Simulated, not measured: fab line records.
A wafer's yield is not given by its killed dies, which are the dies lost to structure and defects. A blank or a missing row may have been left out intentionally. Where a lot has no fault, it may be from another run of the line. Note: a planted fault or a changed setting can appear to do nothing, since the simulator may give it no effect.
Struck lot and sound lot, side by side / flow nand harc / 14 out of 1302 route steps
Sound: these wafers, L545.2, L545.3, L545.4. Struck: wafers L549.4, L549.5, L549.6. Last of all comes the cause.
Per side, at each step with rows, come the tool, then ch with its chambers, and then its first start. Under that, the readings that differ: sound wafers / struck wafers / difference of the means / sigmas: that difference in standard deviations of wafers without a fault.
alike: a reading whose means differ by less than 2 such deviations, as well as words and numbers matching on both sides. not compared: withheld readings; readings where some wafer has no value; bounds like >300 that might hide an equal value; numbers whose values overlap and for which the record gives no deviation.
The two part at a step that has a row with sigmas, a row that says differs or no value, or rows on one side only. When numbers do not overlap yet have no deviation, they are printed without sigmas and do not part them. A reading missing from all wafers of one side parts the sides only when that side holds two or more wafers.

first, 6 steps without rows for these wafers: NHARC_A_STAIRCASE_EXPOSE_214 (exposes mask STAIR 3); NHARC_A_STAIRCASE_PEB_215 (peb time 130 s); NHARC_A_STAIRCASE_DEVELOP_216 (time 140 s); NHARC_A_STAIRCASE_HARDBAKE_218 (time 140 s); NHARC_A_STAIRCASE_DESCUM_219 (chemistry O2, time 3 s); NHARC_A_STAIRCASE_TRIM_220 (chemistry O2, time 211.2 s).
NHARC_A_STAIRCASE_ETCH_221: etches the open film in C4F8/O2, target depth 100 nm, time 40.5 s.
  sound on rie diel-11 ch 0,1,3; struck on rie diel-11 ch 2,3
  alike: oes product au, rf fwd power W, rf vpp V
  not compared: rf hours counter h
NHARC_A_STAIRCASE_TRIM_222: chemistry O2, time 211.2 s.
  sound on rie diel-11 ch 1,2,3; struck on rie diel-11 ch 0,1
  alike: chamber pressure mTorr, drypump motor current A, oes product au, rf vpp V, showerhead plenum p Torr, throttle valve pct
  not compared: rf hours counter h
then, 1 step without rows for these wafers: NHARC_A_STAIRCASE_ETCH_223 (etches the open film in C4F8/O2, target depth 100 nm, time 40.5 s).
NHARC_A_STAIRCASE_TRIM_224: chemistry O2, time 211.2 s.
  sound on rie diel-11 ch 1,2,3; struck on rie diel-11 ch 0,1
  alike: chamber pressure mTorr, drypump motor current A, oes product au, rf vpp V, showerhead plenum p Torr, throttle valve pct
  not compared: rf hours counter h
NHARC_A_STAIRCASE_ETCH_225: etches the open film in C4F8/O2, target depth 100 nm, time 40.5 s.
  sound on rie diel-11 ch 0,1,3; struck on rie diel-11 ch 0,1,2
  alike: oes product au, rf fwd power W, rf vpp V
  not compared: rf hours counter h
NHARC_A_STAIRCASE_TRIM_226: chemistry O2, time 211.2 s.
  sound on rie diel-11 ch 0,2,3, day 20 07:24; struck on rie diel-11 ch 0,1,2, day 22 04:44
  no value came back on the struck wafers for any of 8 readings (bias w (W), chamber pressure mTorr (mTorr) and others); on the sound wafers bias w (W) reads 0 0 0
NHARC_A_STAIRCASE_ETCH_227: etches the open film in C4F8/O2, target depth 100 nm, time 40.5 s.
  sound on rie diel-11 ch 0,1,3; struck on rie diel-11 ch 1,2
  alike: oes product au, rf fwd power W, rf vpp V
  not compared: rf hours counter h
-- jump in the record: it breaks off in module A_STAIRCASE and resumes in module END (first step shown: number 1302 of the route), and 9 days separate the struck wafers' starts before and after --
NHARC_END_SORT_01:
  sound on prober-02 ch 0, day 28 12:34; struck on prober-02 ch 0, day 30 21:56
reading=hold; sound=- - -; struck=await dispo/4.5h/scrap await dispo/4.5h/scrap await dispo/4.5h/scrap; difference=no value on the sound wafers; sigmas=
reading=killed at array; sound=16 9 16; struck=673 672 670; difference=+658; sigmas=+39
reading=killed dies; sound=19 19 21; struck=677 677 677; difference=+657; sigmas=+37
  alike: killed at other, killed at periphery, killed open, killed short

== WHERE THEY PART ==
Earliest at NHARC_A_STAIRCASE_TRIM_226; latest, in this record, at NHARC_END_SORT_01.

WHY: whatever the simulator had introduced
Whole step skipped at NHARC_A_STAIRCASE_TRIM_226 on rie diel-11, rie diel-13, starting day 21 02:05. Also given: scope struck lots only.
